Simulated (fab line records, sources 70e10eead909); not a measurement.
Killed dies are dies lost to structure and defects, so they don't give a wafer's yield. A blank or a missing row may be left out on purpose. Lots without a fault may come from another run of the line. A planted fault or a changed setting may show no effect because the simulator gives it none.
One fault seen from 2 desks | flow nand_harc | each desk has only its own numbers; what lay behind them comes last

THE TOOL OWNER'S DESK: rie_diel-08
The tool's own readings at NHARC_P_M1_ETCH_28 (etches the open film in CF4/N2, target depth 30 nm, time 72.99 s): means of the sampled wafers that have a number, for each lot that ran on this tool. A lot is out of limits, marked OUT, if its mean lies more than 4 standard deviations from the usual mean; the brackets give that distance.
Columns: A = drypump_motor_current_A at NHARC_P_M1_ETCH_28, usual 5.7 A; B = n2_flow_sccm at NHARC_P_M1_ETCH_28, usual 100.1 sccm; C = oes_product_au at NHARC_P_M1_ETCH_28, usual 1.000 a.u.; D = rf_vpp_V at NHARC_P_M1_ETCH_28, usual 314.6 V; E = showerhead_plenum_p_Torr at NHARC_P_M1_ETCH_28, usual 2.65 Torr; F = throttle_valve_pct at NHARC_P_M1_ETCH_28, usual 19.794 %
lot  | first seen here | A   | B     | C     | D     | E    | F
L450 | day 7 07:20     | 5.8 | 100.0 | 1.004 | 313.9 | 2.61 | 19.794
L451 | day 7 13:13     | 6.0 | 100.2 | 1.003 | 313.2 | 2.58 | 19.796
L455 | day 8 11:05     | 6.0 | 100.2 | 1.000 | 313.1 | 2.57 | 19.793
L457 | day 9 07:24     | 6.0 | 100.3 | 1.001 | 313.0 | 2.57 | 19.798
L464 | day 10 14:54    | 5.7 | 100.0 | 0.997 | 315.9 | 2.68 | 19.790
This desk's finding: nothing out of limits on any of the 5 lots.

THE METROLOGY DESK
What the gauges read, lot by lot, whatever tool the lot ran on: means of the sampled wafers that have a number. A lot is out of limits, marked OUT, if its mean lies more than 4 standard deviations from the usual mean; the brackets give that distance.
Columns: A = cd_nm at NHARC_P_M1_CD_MEAS_16, usual 130.1 nm
lot  | first seen here | A
L445 | day 5 17:44     | 130.4
L447 | day 6 03:20     | 130.3
L446 | day 6 03:49     | 129.4
L448 | day 6 21:24     | 129.7
L450 | day 7 07:01     | 129.4
L451 | day 7 12:52     | 128.9
L455 | day 8 10:47     | 130.3
L457 | day 9 07:05     | 129.4
L459 | day 9 07:25     | 129.9
L464 | day 10 14:35    | 130.2
L465 | day 11 00:59    | 129.7
L466 | day 11 10:40    | 129.5
This desk's finding: nothing out of limits on any of the 12 lots.

PUT TOGETHER
The tool owner's desk saw nothing out of limits.
The metrology desk saw nothing out of limits.

WHAT THE SIMULATOR HAD PUT IN
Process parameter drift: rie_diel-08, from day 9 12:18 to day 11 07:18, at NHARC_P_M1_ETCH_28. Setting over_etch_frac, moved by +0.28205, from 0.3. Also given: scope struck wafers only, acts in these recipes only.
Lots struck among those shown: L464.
